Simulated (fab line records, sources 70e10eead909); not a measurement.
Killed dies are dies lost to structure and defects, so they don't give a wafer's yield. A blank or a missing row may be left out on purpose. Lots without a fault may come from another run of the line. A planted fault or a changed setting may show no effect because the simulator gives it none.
Chamber matching | flow nand_harc | NHARC_P_GATE_DESCUM_13 on rie_diel-09: 4 sister chambers
The step chemistry O2, time 3 s. 4 wafers are shown with their chamber, then 10 later ones without.

WAFERS WITH THEIR CHAMBER
wafer  | chamber | showerhead_plenum_p_Torr (Torr)
L084.2 | 2       | 1.91
L086.3 | 1       | 1.96
L087.1 | 3       | 1.80
L087.5 | 0       | 2.01

WAFERS WITHOUT THEIR CHAMBER
wafer  | showerhead_plenum_p_Torr (Torr)
L087.6 | 1.81
L091.2 | 1.81
L091.4 | 2.00
L091.5 | 1.96
L096.2 | 2.00
L096.4 | 1.80
L096.6 | 1.80
L097.1 | 1.91
L097.3 | 1.96
L097.4 | 2.00

WHICH CHAMBER EACH WENT THROUGH
wafer  | from the rows above | in truth
L087.6 | 3                   | 3
L091.2 | 3                   | 3
L091.4 | 0                   | 0
L091.5 | 1                   | 1
L096.2 | 0                   | 0
L096.4 | 3                   | 3
L096.6 | 3                   | 3
L097.1 | 2                   | 2
L097.3 | 1                   | 1
L097.4 | 0                   | 0
Placed correctly: 10 of 10. Can't be placed from these rows: 0. Placed wrongly: 0.
How it was worked out, from the rows above alone: a wafer's distance from a chamber is the root of the sum, over the readings, of the square of ((its reading less the chamber's mean) divided by the reading's scatter). The wafer belongs to the nearest chamber; if the next one is less than 2 further off, it can't be placed. A chamber's mean is the mean of its shown wafers. The scatter: with one shown wafer a chamber, the root of the mean of the squares of how far each hidden wafer lies from its nearest shown one.
